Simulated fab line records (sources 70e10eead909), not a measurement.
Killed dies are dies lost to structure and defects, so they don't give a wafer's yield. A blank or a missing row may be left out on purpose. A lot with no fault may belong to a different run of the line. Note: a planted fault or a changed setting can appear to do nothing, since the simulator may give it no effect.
fab line records	flow nandHarc
record lots=24	wafers=72	lastDay=35
route steps=1302 shown A_CONTACT@1078 A_BLC@1119 A_M0@1150
lots with no fault: from the same line, run without faults
startH: hours from the record's opening day to when the first of the lot's shown wafers began	waitH: hours from the lot's prior step to this one	" as in the row above	L1.1+2: a row that stands for several wafers	- no value present, or no start provided	* or withheld: withheld	< > ~ a bound
route shown NAME@n: a module of which the file shows steps, and the number in the route of the first	usual: mean/standard deviation of fault-free wafers	same: alike in all rows	chamber/n: place in a boat	sites: readings site by site	_std_site: the standard deviation of these	_edge_site: the outer-site mean with the inner-site mean subtracted	radiusMm: how far each site lies from the wafer's centre	mask NAME#n: copy n	behind: the tool/chamber that last shaped the wafer	hold: the reason the lot was held/the length of the hold in hours/how it ended	device: transistor that didn't switch, given as n, p or np	end of line: at the end of the route, the tests of the same wafers	a step without rows: its recipe alone	killed: count of dies lost to structure and defects at first sort (not the wafer's yield)	map: a wafer's dies, x killed, . not, _ none there
set.NAME: setting as actually run; set.NAME@STEP: the setting as run at that earlier step	model.NAME: the simulator's own value behind a step, which no gauge read
a sample of lots followed through the steps of the route, with each step as a table and each wafer as a row
services: a tool's chamber out of use, with start hour (startH, from the record's first day; less than 0 if before it), hours out, and reason
## steps
# step NHARC_A_CONTACT_CD_MEAS_08
# recipe targetCdNm=200	landingEnergyEv=500
# usual cdNm=199.9/0.43
lot.wafer	tool	chamber	startH	waitH	cdNm
L074.2	cdSem-02	0	516.86	-	200.2
L074.3	"	0	"	"	200.2
L074.6	"	0	"	"	199.5
L075.1	cdSem-03	0	527.41	-	199.1
L075.4	"	0	"	"	200.2
L075.5	"	0	"	"	199.9
L079.1	cdSem-02	0	533.85	-	200.1
L079.2	"	0	"	"	200.3
L079.4	"	0	"	"	200.0
L077.3	cdSem-01	0	535.08	-	200.2
L077.4	"	0	"	"	200.2
L077.6	"	0	"	"	199.5
L078.1	cdSem-02	0	541.81	-	199.6
L078.4	"	0	"	"	199.5
L078.6	"	0	"	"	199.0
L076.1	cdSem-01	0	541.96	-	200.2
L076.3	"	0	"	"	199.3
L076.4	"	0	"	"	199.5
L080.4	cdSem-01	0	557.17	-	199.9
L080.5	"	0	"	"	200.1
L080.6	"	0	"	"	200.0
L082.1	cdSem-02	0	570.43	-	199.9
L082.2	"	0	"	"	200.0
L082.4	"	0	"	"	199.9
L081.2	cdSem-03	0	587.01	-	200.0
L081.5	"	0	"	"	199.7
L081.6	"	0	"	"	200.2
L083.2	cdSem-01	0	599.59	-	201.0
L083.3	"	0	"	"	200.8
L083.4	"	0	"	"	200.0
L084.1	cdSem-01	0	606.48	-	200.0
L084.3	"	0	"	"	200.0
L084.5	"	0	"	"	200.6
L086.3	cdSem-01	0	614.89	-	199.5
L086.4	"	0	"	"	199.9
L086.5	"	0	"	"	199.5
L085.2	cdSem-03	0	616.75	-	200.6
L085.3	"	0	"	"	199.8
L085.6	"	0	"	"	200.0
L087.2	cdSem-02	0	639.99	-	199.6
L087.4	"	0	"	"	199.6
L087.5	"	0	"	"	199.6
L088.1	cdSem-02	0	652.46	-	200.1
L088.4	"	0	"	"	200.0
L088.5	"	0	"	"	199.9
L089.1	cdSem-02	0	653.47	-	200.2
L089.2	"	0	"	"	200.5
L089.3	"	0	"	"	199.0
L090.1	cdSem-01	0	672.57	-	200.3
L090.5	"	0	"	"	199.8
L090.6	"	0	"	"	200.2
L091.3	cdSem-03	0	685.35	-	200.4
L091.4	"	0	"	"	199.7
L091.6	"	0	"	"	199.8
L092.1	cdSem-02	0	694.66	-	200.7
L092.3	"	0	"	"	200.9
L092.6	"	0	"	"	200.1
L094.4	cdSem-01	0	700.78	-	200.2
L094.5	"	0	"	"	200.0
L094.6	"	0	"	"	199.9
L093.3	cdSem-03	0	702.48	-	199.6
L093.5	"	0	"	"	199.5
L093.6	"	0	"	"	199.2
L096.1	cdSem-02	0	725.67	-	199.5
L096.2	"	0	"	"	200.0
L096.3	"	0	"	"	200.5
L095.1	cdSem-02	0	753.36	-	199.1
L095.2	"	0	"	"	199.3
L095.5	"	0	"	"	199.0
L097.2	cdSem-02	0	765.43	-	199.7
L097.3	"	0	"	"	199.5
L097.5	"	0	"	"	199.8
# step NHARC_A_CONTACT_ETCH_110
# recipe targetDepthA=600	overetchA=60	timeS=33	ionEnergyEv=100	cf4FlowSccm=80	o2FlowSccm=20	arFlowSccm=0	rfW=300	biasW=100	chemistry=CF4/O2
# usual drypumpMotorCurrentA=5.7/0.54	oesProductAu=1.003/0.0079	rfVppV=197.4/1.3	showerheadPlenumPTorr=1.32/0.053	throttleValvePct=13.398/0.0084
lot.wafer	tool	chamber	startH	waitH	drypumpMotorCurrentA	oesProductAu	rfHoursCounterH	rfVppV	showerheadPlenumPTorr	throttleValvePct
L074.3	rieDiel-01	2	520.54	0.1	5.8	1.014	24	199.0	1.38	13.401
L074.2	"	0	"	"	6.5	1.013	26	199.4	1.33	13.392
L074.6	"	2	"	"	5.8	1.010	-	198.6	1.38	13.377
L075.1	rieDiel-04	3	531.10	0.0	6.2	0.986	58	197.3	1.35	13.399
L075.4	"	2	"	"	5.7	0.992	58	197.9	1.29	13.391
L075.5	"	0	"	"	4.6	0.982	-	198.2	1.42	13.408
L079.4	rieDiel-07	0	538.20	0.1	6.5	0.998	18	197.7	1.40	13.400
L079.2	"	1	"	"	5.7	0.997	15	197.1	1.30	13.399
L079.1	"	2	"	"	5.9	0.988	17	197.1	1.31	13.412
L077.3	rieDiel-01	0	540.36	0.1	6.5	1.006	33	197.5	1.33	13.407
L077.6	"	3	"	"	5.5	1.014	-	197.4	1.27	13.387
L077.4	"	0	"	"	6.5	1.003	-	198.1	1.33	13.407
L076.3	rieDiel-04	1	545.63	0.1	4.9	1.009	1	195.9	1.24	13.386
L076.1	"	2	"	"	5.7	1.001	0	197.6	1.29	13.406
L076.4	"	3	"	"	6.2	1.003	1	198.5	1.35	13.403
L078.4	rieDiel-01	3	546.00	0.0	5.5	1.011	31	195.1	1.27	13.393
L078.1	"	2	"	"	5.9	1.012	28	200.1	1.38	13.389
L078.6	"	0	"	"	6.5	1.000	-	198.0	1.33	13.410
L080.4	rieDiel-04	3	560.92	0.1	6.1	1.004	5	198.1	1.35	13.384
L080.5	"	2	"	"	5.7	0.996	-	197.5	1.29	13.388
L080.6	"	3	"	"	6.2	1.007	-	199.3	1.35	13.392
L082.4	rieDiel-01	0	574.14	0.1	6.5	1.012	1	198.5	1.33	13.388
L082.1	"	1	"	"	5.3	0.999	1	198.9	1.35	13.394
L082.2	"	3	"	"	5.5	1.012	1	196.8	1.27	13.412
L081.2	rieDiel-04	0	590.96	0.3	4.6	1.002	14	199.7	1.42	13.412
L081.5	"	2	"	"	5.7	1.003	-	195.9	1.29	13.398
L081.6	"	3	"	"	6.2	0.998	-	197.9	1.35	13.397
L083.3	rieDiel-04	1	607.03	0.1	4.9	0.998	24	196.7	1.24	13.397
L083.4	"	2	"	"	5.7	0.999	25	195.9	1.29	13.394
L083.2	"	3	"	"	6.1	1.003	24	198.9	1.35	13.395
L084.1	rieDiel-01	3	610.42	0.1	5.5	1.015	7	195.3	1.26	13.413
L084.3	"	2	"	"	5.9	1.007	7	198.2	1.38	13.393
L084.5	"	3	"	"	5.5	1.020	-	197.3	1.26	13.406
L086.3	rieDiel-04	2	618.58	0.1	5.8	1.001	28	196.5	1.29	13.412
L086.4	"	3	"	"	6.2	1.008	27	197.5	1.35	13.396
L086.5	"	2	"	"	5.8	1.008	-	195.8	1.29	13.401
L085.2	rieDiel-01	0	620.49	0.1	6.5	1.007	9	196.5	1.33	13.412
L085.3	"	2	"	"	5.8	1.007	8	197.2	1.38	13.393
L085.6	"	2	"	"	5.8	1.008	-	197.4	1.38	13.404
L087.4	rieDiel-01	1	643.68	0.1	5.3	1.012	7	198.2	1.35	13.409
L087.2	"	2	"	"	5.9	1.006	11	198.7	1.38	13.393
L087.5	"	2	"	"	5.9	1.017	-	198.7	1.38	13.398
L088.4	rieDiel-01	3	656.17	0.1	5.5	1.016	14	196.0	1.26	13.405
L088.1	"	1	"	"	5.3	0.992	9	196.7	1.35	13.397
L088.5	"	3	"	"	5.5	1.006	-	196.8	1.26	13.403
L089.1	rieDiel-01	2	657.14	0.1	5.9	0.992	13	198.8	1.38	13.391
L089.2	"	3	"	"	5.5	1.007	14	195.7	1.26	13.400
L089.3	"	1	"	"	5.3	0.985	9	198.8	1.35	13.406
L090.1	rieDiel-01	0	676.23	0.1	6.5	1.004	18	196.8	1.32	13.397
L090.5	"	3	"	"	5.5	1.011	-	195.4	1.26	13.402
L090.6	"	0	"	"	6.5	1.015	-	196.5	1.32	13.395
L091.4	rieDiel-04	2	689.02	0.1	5.8	0.995	45	196.5	1.28	13.395
L091.3	"	3	"	"	6.2	0.997	55	199.2	1.34	13.401
L091.6	"	0	"	"	4.6	1.009	-	200.3	1.41	13.380
L092.1	rieDiel-01	1	698.46	0.1	5.3	0.993	15	199.1	1.35	13.392
L092.3	"	3	"	"	5.5	1.007	23	196.0	1.26	13.411
L092.6	"	1	"	"	5.3	1.006	-	198.1	1.35	13.393
L094.4	rieDiel-04	1	704.86	0.1	4.9	1.008	-	195.2	1.23	13.404
L094.6	"	2	"	"	5.7	0.994	-	196.4	1.28	13.408
L094.5	"	3	"	"	6.2	0.989	-	196.9	1.34	13.407
L093.3	rieDiel-04	1	706.38	0.1	5.0	1.002	54	194.5	1.23	13.414
L093.5	"	3	"	"	6.2	0.999	-	197.3	1.34	13.403
L093.6	"	2	"	"	5.8	1.011	-	197.2	1.28	13.403
L096.1	rieDiel-07	1	729.35	0.1	5.7	0.993	25	196.4	1.29	13.401
L096.3	"	2	"	"	5.9	0.994	25	196.9	1.30	13.395
L096.2	"	0	"	"	6.5	1.003	21	198.1	1.39	13.407
L095.1	rieDiel-01	0	757.03	0.1	6.5	0.992	2	197.8	1.32	13.404
L095.2	"	3	"	"	5.5	0.998	2	197.9	1.26	13.397
L095.5	"	1	"	"	5.2	0.995	-	196.4	1.35	13.397
L097.3	rieDiel-01	2	770.07	0.1	5.9	1.014	5	199.4	1.38	13.407
L097.2	"	3	"	"	5.5	1.011	6	195.9	1.26	13.397
L097.5	"	2	"	"	5.8	1.010	-	198.7	1.38	13.394
# step NHARC_A_BLC_INSPECT_12
# usual rawDefectCount=87/38
lot.wafer	tool	chamber	startH	waitH	rawDefectCount
L074.2	defectInspect-02	-	523.33	0.0	86
L074.3	"	-	"	"	63
L074.6	"	-	"	"	62
L075.1	defectInspect-01	-	533.87	0.0	118
L075.4	"	-	"	"	130
L075.5	"	-	"	"	116
L079.1	defectInspect-02	-	540.98	0.0	145
L079.2	"	-	"	"	125
L079.4	"	-	"	"	147
L077.3	defectInspect-01	-	543.18	0.0	15
L077.4	"	-	"	"	19
L077.6	"	-	"	"	15
L076.1	defectInspect-02	-	548.43	0.0	161
L076.3	"	-	"	"	144
L076.4	"	-	"	"	158
L078.1	defectInspect-02	-	548.78	0.0	27
L078.4	"	-	"	"	29
L078.6	"	-	"	"	25
L080.4	defectInspect-01	-	563.70	0.0	114
L080.5	"	-	"	"	125
L080.6	"	-	"	"	108
L082.1	defectInspect-02	-	576.78	0.0	124
L082.2	"	-	"	"	117
L082.4	"	-	"	"	127
L081.2	defectInspect-02	-	593.61	0.0	91
L081.5	"	-	"	"	81
L081.6	"	-	"	"	89
L083.2	defectInspect-01	-	609.72	0.0	80
L083.3	"	-	"	"	83
L083.4	"	-	"	"	73
L084.1	defectInspect-01	-	613.28	0.0	77
L084.3	"	-	"	"	97
L084.5	"	-	"	"	89
L086.3	defectInspect-02	-	622.09	0.0	27
L086.4	"	-	"	"	20
L086.5	"	-	"	"	24
L085.2	defectInspect-01	-	623.36	0.0	102
L085.3	"	-	"	"	97
L085.6	"	-	"	"	93
L087.2	defectInspect-01	-	647.06	0.0	63
L087.4	"	-	"	"	70
L087.5	"	-	"	"	79
L088.1	defectInspect-02	-	658.93	0.0	133
L088.4	"	-	"	"	144
L088.5	"	-	"	"	137
L089.1	defectInspect-01	-	659.80	0.0	70
L089.2	"	-	"	"	68
L089.3	"	-	"	"	77
L090.1	defectInspect-01	-	678.89	0.0	153
L090.5	"	-	"	"	148
L090.6	"	-	"	"	140
L091.3	defectInspect-01	-	691.65	0.0	89
L091.4	"	-	"	"	87
L091.6	"	-	"	"	83
L092.1	defectInspect-01	-	701.23	0.0	58
L092.3	"	-	"	"	60
L092.6	"	-	"	"	56
L094.4	defectInspect-02	-	707.67	0.0	78
L094.5	"	-	"	"	75
L094.6	"	-	"	"	59
L093.3	defectInspect-01	-	709.24	0.0	74
L093.5	"	-	"	"	69
L093.6	"	-	"	"	76
L096.1	defectInspect-01	-	732.01	0.0	61
L096.2	"	-	"	"	82
L096.3	"	-	"	"	75
L095.1	defectInspect-01	-	759.82	0.0	84
L095.2	"	-	"	"	83
L095.5	"	-	"	"	78
L097.2	defectInspect-01	-	772.84	0.0	93
L097.3	"	-	"	"	84
L097.5	"	-	"	"	109
# step NHARC_A_BLC_CMP_25
# recipe tOverpolishS=30	targetThkNm=150
# usual motorCurrentA=11.9/1.1	overpolishRunS=29.999/0.0088	timeToEndpointS=29.9/2.2
lot.wafer	tool	chamber	startH	waitH	motorCurrentA	overpolishRunS	timeToEndpointS
L074.3	cmp-02	1	526.12	0.4	11.1	29.982	28.2
L074.2	"	2	"	"	11.1	29.988	26.0
L074.6	"	0	"	"	12.8	30.006	27.3
L075.1	cmp-02	1	536.93	0.8	11.3	30.009	27.0
L075.4	"	2	"	"	10.6	29.999	25.8
L075.5	"	0	"	"	12.4	30.003	25.0
L079.1	cmp-01	3	543.59	0.5	12.5	30.008	30.6
L079.2	"	1	"	"	13.4	30.010	29.9
L079.4	"	2	"	"	12.9	29.994	29.0
L077.4	cmp-02	0	546.09	0.2	12.0	29.994	27.7
L077.3	"	1	"	"	11.2	29.988	29.7
L077.6	"	1	"	"	11.6	29.990	27.7
L076.1	cmp-02	1	551.20	0.5	11.8	30.004	26.5
L076.4	"	2	"	"	10.7	30.004	29.3
L076.3	"	3	"	"	11.3	29.993	30.2
L078.1	cmp-03	0	551.67	0.5	10.4	29.999	29.1
L078.4	"	2	"	"	11.1	29.987	30.0
L078.6	"	1	"	"	10.3	30.015	32.6
L080.4	cmp-02	1	566.33	0.3	11.6	29.999	30.2
L080.6	"	0	"	"	12.6	30.007	30.5
L080.5	"	1	"	"	11.1	30.000	27.5
L082.4	cmp-03	2	579.46	0.3	10.6	30.007	30.8
L082.2	"	3	"	"	12.6	29.996	31.7
L082.1	"	0	"	"	9.9	29.997	29.4
L081.2	cmp-01	3	596.32	0.5	12.4	30.006	29.5
L081.5	"	0	"	"	13.3	29.998	29.0
L081.6	"	1	"	"	14.3	30.007	31.2
L083.4	cmp-01	2	612.55	0.3	13.2	29.993	30.6
L083.3	"	3	"	"	12.4	29.991	31.1
L083.2	"	0	"	"	13.0	30.005	33.1
L084.1	cmp-03	2	616.09	0.5	10.9	30.003	28.2
L084.3	"	3	"	"	11.7	29.999	27.7
L084.5	"	1	"	"	10.5	30.012	29.1
L086.4	cmp-01	3	624.74	0.2	12.3	30.009	32.7
L086.3	"	0	"	"	13.7	30.015	29.3
L086.5	"	0	"	"	13.1	30.008	31.6
L085.3	cmp-03	2	626.43	0.5	10.9	30.008	26.4
L085.2	"	1	"	"	10.3	29.981	29.7
L085.6	"	3	"	"	11.6	29.999	29.7
L087.2	cmp-01	0	649.66	0.5	13.9	29.990	29.8
L087.4	"	1	"	"	14.1	29.996	35.5
L087.5	"	1	"	"	13.9	29.983	35.1
L088.4	cmp-03	2	661.56	0.3	11.0	29.982	30.9
L088.1	"	0	"	"	10.2	30.005	31.1
L088.5	"	1	"	"	10.2	29.984	33.1
L089.1	cmp-01	2	662.40	0.5	12.8	29.999	30.9
L089.3	"	3	"	"	12.6	29.995	31.0
L089.2	"	0	"	"	12.9	29.993	28.9
L090.1	cmp-01	2	681.57	0.5	12.6	30.000	31.6
L090.6	"	3	"	"	12.6	29.995	33.6
L090.5	"	0	"	"	13.1	30.012	34.6
L091.3	cmp-03	0	694.34	0.2	10.6	30.003	29.6
L091.4	"	1	"	"	10.8	29.995	30.8
L091.6	"	0	"	"	9.8	29.995	29.6
L092.3	cmp-01	3	703.86	0.3	13.3	30.019	27.8
L092.1	"	0	"	"	13.1	29.992	26.7
L092.6	"	3	"	"	12.8	30.012	30.3
L094.4	cmp-02	3	710.28	0.2	11.2	29.990	31.3
L094.5	"	3	"	"	11.2	30.018	32.0
L094.6	"	0	"	"	12.7	29.997	29.0
L093.3	cmp-01	0	711.90	0.3	13.2	29.997	28.4
L093.6	"	2	"	"	12.7	29.998	31.6
L093.5	"	3	"	"	12.3	30.010	29.2
L096.3	cmp-02	1	734.60	0.2	11.2	30.000	25.4
L096.2	"	2	"	"	11.6	30.000	26.1
L096.1	"	0	"	"	13.1	30.000	27.5
L095.1	cmp-02	0	762.43	0.4	11.8	30.003	30.2
L095.2	"	2	"	"	10.9	29.992	29.2
L095.5	"	0	"	"	12.3	30.006	28.4
L097.3	cmp-03	1	775.49	0.2	10.7	30.003	30.4
L097.2	"	0	"	"	10.1	30.002	30.3
L097.5	"	1	"	"	10.6	29.995	30.2
# step NHARC_A_M0_DESCUM_14
# recipe timeS=3	o2FlowSccm=200	arFlowSccm=0	biasPowerW=0	chemistry=O2
# usual drypumpMotorCurrentA=5.7/0.37	oesProductAu=1.005/0.0086	rfVppV=57.8/0.91	showerheadPlenumPTorr=1.91/0.11	throttleValvePct=11.311/0.0095
lot.wafer	tool	chamber	startH	waitH	drypumpMotorCurrentA	oesProductAu	rfHoursCounterH	rfVppV	showerheadPlenumPTorr	throttleValvePct
L074.3	rieDiel-05	0	527.44	0.1	5.4	1.012	6	58.3	2.04	11.313
L074.2	"	2	"	"	6.0	1.005	5	57.9	1.79	11.319
L074.6	"	3	"	"	5.0	1.004	-	57.5	1.78	11.317
L075.1	rieDiel-05	2	538.39	0.1	5.9	0.997	6	58.1	1.79	11.291
L075.4	"	2	"	"	5.9	0.988	-	57.4	1.79	11.316
L075.5	"	2	"	"	5.9	0.993	-	58.1	1.79	11.315
L079.1	rieDiel-09	3	545.09	0.1	6.2	0.994	2	57.1	2.06	11.314
L079.2	"	0	"	"	5.6	1.005	2	56.6	1.78	11.302
L079.4	"	3	"	"	6.2	1.000	-	58.2	2.06	11.299
L077.3	rieDiel-05	0	547.61	0.1	5.5	1.008	7	59.4	2.04	11.316
L077.6	"	2	"	"	6.0	0.998	-	58.5	1.79	11.327
L077.4	"	3	"	"	5.0	1.004	-	57.6	1.78	11.308
L076.3	rieDiel-09	3	552.66	0.1	6.2	1.003	3	57.5	2.06	11.300
L076.1	"	2	"	"	5.7	1.013	3	56.2	1.99	11.303
L076.4	"	2	"	"	5.6	0.995	-	58.6	1.99	11.304
L078.1	rieDiel-02	2	553.18	0.1	5.3	1.000	11	58.1	1.83	11.310
L078.4	"	0	"	"	5.6	0.997	10	59.1	1.95	11.313
L078.6	"	1	"	"	5.3	1.014	-	59.1	1.93	11.297
L080.4	rieDiel-09	3	567.68	0.1	6.2	0.997	4	58.6	2.06	11.311
L080.5	"	2	"	"	5.6	0.991	-	57.4	1.99	11.316
L080.6	"	3	"	"	6.2	0.996	-	59.9	2.06	11.326
L082.1	rieDiel-02	2	580.95	0.1	5.3	1.012	0	57.6	1.83	11.313
L082.2	"	3	"	"	6.2	1.002	0	58.1	2.01	11.309
L082.4	"	1	"	"	5.3	1.015	0	56.9	1.93	11.315
L081.2	rieDiel-02	3	597.63	0.1	6.2	1.009	1	57.1	2.01	11.311
L081.5	"	0	"	"	5.6	1.007	-	56.0	1.95	11.303
L081.6	"	1	"	"	5.3	1.005	-	57.1	1.93	11.312
L083.4	rieDiel-09	3	613.91	0.1	6.2	1.004	6	58.3	2.06	11.315
L083.2	"	0	"	"	5.5	1.014	6	56.4	1.78	11.322
L083.3	"	2	"	"	5.6	1.013	6	59.0	1.99	11.331
L084.3	rieDiel-09	1	617.57	0.1	6.0	1.006	5	58.7	1.81	11.321
L084.1	"	2	"	"	5.6	1.006	6	57.6	1.99	11.303
L084.5	"	1	"	"	6.0	1.019	-	56.9	1.81	11.324
L086.3	rieDiel-05	3	626.37	0.1	5.0	1.014	1	58.2	1.78	11.316
L086.4	"	0	"	"	5.5	1.014	2	59.5	2.04	11.320
L086.5	"	2	"	"	6.0	1.002	-	59.3	1.79	11.315
L085.3	rieDiel-02	3	627.93	0.1	6.2	1.005	3	58.2	2.01	11.315
L085.2	"	0	"	"	5.6	1.019	4	57.6	1.95	11.322
L085.6	"	3	"	"	6.2	1.007	-	56.7	2.01	11.329
L087.2	rieDiel-02	0	651.19	0.1	5.6	1.006	6	57.7	1.95	11.299
L087.4	"	2	"	"	5.3	1.012	5	57.0	1.83	11.289
L087.5	"	0	"	"	5.6	1.004	-	57.9	1.95	11.310
L088.1	rieDiel-05	1	663.03	0.1	5.8	1.021	4	59.1	1.96	11.319
L088.4	"	1	"	"	5.9	1.017	-	58.3	1.96	11.318
L088.5	"	3	"	"	5.0	0.999	-	56.1	1.78	11.308
L089.2	rieDiel-05	0	663.91	0.1	5.5	0.997	3	58.7	2.04	11.308
L089.3	"	1	"	"	5.9	1.013	4	57.5	1.96	11.301
L089.1	"	3	"	"	5.0	1.010	2	56.6	1.78	11.300
L090.1	rieDiel-05	3	682.86	0.1	5.0	1.010	3	57.0	1.78	11.309
L090.5	"	3	"	"	5.1	1.004	-	56.6	1.78	11.297
L090.6	"	1	"	"	5.9	1.016	-	57.4	1.96	11.307
L091.3	rieDiel-02	3	695.83	0.1	6.2	0.988	10	57.5	2.00	11.320
L091.4	"	2	"	"	5.3	0.999	-	58.1	1.83	11.301
L091.6	"	0	"	"	5.6	1.005	-	57.7	1.95	11.302
L092.1	rieDiel-09	1	705.34	0.1	6.0	1.019	2	56.8	1.81	11.307
L092.3	"	2	"	"	5.6	1.013	2	57.4	1.98	11.312
L092.6	"	3	"	"	6.2	1.004	-	59.3	2.06	11.329
L094.4	rieDiel-02	0	711.66	0.1	5.6	0.993	11	57.6	1.95	11.295
L094.5	"	2	"	"	5.3	1.012	-	58.2	1.83	11.305
L094.6	"	3	"	"	6.2	0.996	-	57.2	2.00	11.313
L093.3	rieDiel-02	3	713.33	0.1	6.2	1.002	10	58.8	2.00	11.325
L093.6	"	3	"	"	6.2	1.008	-	58.7	2.00	11.315
L093.5	"	0	"	"	5.6	0.985	-	58.6	1.95	11.315
L096.1	rieDiel-05	2	736.09	0.1	6.0	1.012	8	58.1	1.79	11.322
L096.2	"	3	"	"	5.1	1.012	8	57.9	1.78	11.314
L096.3	"	0	"	"	5.5	1.010	8	57.7	2.04	11.309
L095.1	rieDiel-09	1	763.81	0.1	6.0	1.013	5	57.9	1.81	11.321
L095.2	"	2	"	"	5.6	1.008	5	58.7	1.98	11.316
L095.5	"	0	"	"	5.5	1.007	-	56.1	1.78	11.309
L097.3	rieDiel-05	3	776.97	0.1	5.1	0.991	0	57.8	1.77	11.305
L097.2	"	1	"	"	5.9	0.996	0	57.2	1.96	11.305
L097.5	"	0	"	"	5.5	0.980	-	57.2	2.04	11.292
# step NHARC_A_M0_DEGAS_28
# recipe tempC=250	timeS=60
# usual heaterPowerW=324/33
lot.wafer	tool	chamber	startH	waitH	heaterPowerW
L074.3	pvdSputter-02	-	528.42	-	382
L074.2	"	-	"	"	351
L074.6	"	-	"	"	272
L075.4	pvdSputter-03	-	539.57	-	291
L075.1	"	-	"	"	301
L075.5	"	-	"	"	293
L079.2	pvdSputter-01	-	546.05	-	360
L079.4	"	-	"	"	326
L079.1	"	-	"	"	325
L077.4	pvdSputter-03	-	548.61	-	299
L077.3	"	-	"	"	296
L077.6	"	-	"	"	350
L076.3	pvdSputter-02	-	553.68	-	381
L076.4	"	-	"	"	337
L076.1	"	-	"	"	275
L078.1	pvdSputter-03	-	554.14	-	307
L078.4	"	-	"	"	295
L078.6	"	-	"	"	303
L080.4	pvdSputter-02	-	568.60	-	384
L080.5	"	-	"	"	345
L080.6	"	-	"	"	381
L082.4	pvdSputter-03	-	581.92	-	298
L082.1	"	-	"	"	306
L082.2	"	-	"	"	291
L081.2	pvdSputter-01	-	598.53	-	334
L081.6	"	-	"	"	312
L081.5	"	-	"	"	334
L083.2	pvdSputter-03	-	614.88	-	351
L083.4	"	-	"	"	303
L083.3	"	-	"	"	304
L084.3	pvdSputter-02	-	618.49	-	378
L084.1	"	-	"	"	337
L084.5	"	-	"	"	345
L086.3	pvdSputter-01	-	627.27	-	299
L086.4	"	-	"	"	328
L086.5	"	-	"	"	339
L085.2	pvdSputter-01	-	628.89	-	344
L085.3	"	-	"	"	369
L085.6	"	-	"	"	337
L087.4	pvdSputter-03	-	652.11	-	296
L087.2	"	-	"	"	301
L087.5	"	-	"	"	357
L088.1	pvdSputter-01	-	664.01	-	303
L088.4	"	-	"	"	340
L088.5	"	-	"	"	305
L089.3	pvdSputter-03	-	664.89	-	304
L089.2	"	-	"	"	283
L089.1	"	-	"	"	296
L090.1	pvdSputter-02	-	683.84	-	376
L090.6	"	-	"	"	340
L090.5	"	-	"	"	274
L091.4	pvdSputter-02	-	696.79	-	319
L091.3	"	-	"	"	376
L091.6	"	-	"	"	355
L092.1	pvdSputter-02	-	706.29	-	376
L092.3	"	-	"	"	321
L092.6	"	-	"	"	375
L094.4	pvdSputter-02	-	712.57	-	258
L094.6	"	-	"	"	355
L094.5	"	-	"	"	271
L093.3	pvdSputter-01	-	714.26	-	303
L093.5	"	-	"	"	308
L093.6	"	-	"	"	375
L096.1	pvdSputter-03	-	737.10	-	307
L096.3	"	-	"	"	294
L096.2	"	-	"	"	344
L095.1	pvdSputter-02	-	764.72	-	318
L095.2	"	-	"	"	346
L095.5	"	-	"	"	314
L097.2	pvdSputter-02	-	777.91	-	350
L097.3	"	-	"	"	262
L097.5	"	-	"	"	315
## services
tool	chamber	startH	hours	kind
rieDiel-05	3	506.30	4.1	repair
rieDiel-05	1	525.55	23.4	repair
rieDiel-04	-	532.41	9.0	pm
rieDiel-05	3	535.63	6.8	repair
rieDiel-05	0	536.30	4.9	repair
rieDiel-05	-	538.78	0.4	repair
pvdSputter-02	-	544.66	4.3	repair
rieDiel-01	-	558.11	9.0	pm
cmp-01	-	577.57	4.0	pm
rieDiel-05	-	583.60	9.0	pm
cmp-01	-	593.78	1.9	repair
rieDiel-05	3	596.32	17.8	repair
rieDiel-01	3	601.55	3.7	repair
rieDiel-01	1	604.61	18.3	repair
pvdSputter-02	-	638.06	10.0	pm
rieDiel-05	-	645.95	6.1	repair
rieDiel-04	1	655.38	4.3	repair
cmp-01	-	655.85	0.8	repair
rieDiel-05	2	657.69	38.7	repair
rieDiel-04	2	669.20	17.9	repair
cmp-01	-	675.57	4.0	pm
pvdSputter-02	-	713.26	3.9	repair
rieDiel-01	-	735.11	9.0	pm
rieDiel-01	-	753.80	0.9	repair
## key
fault none
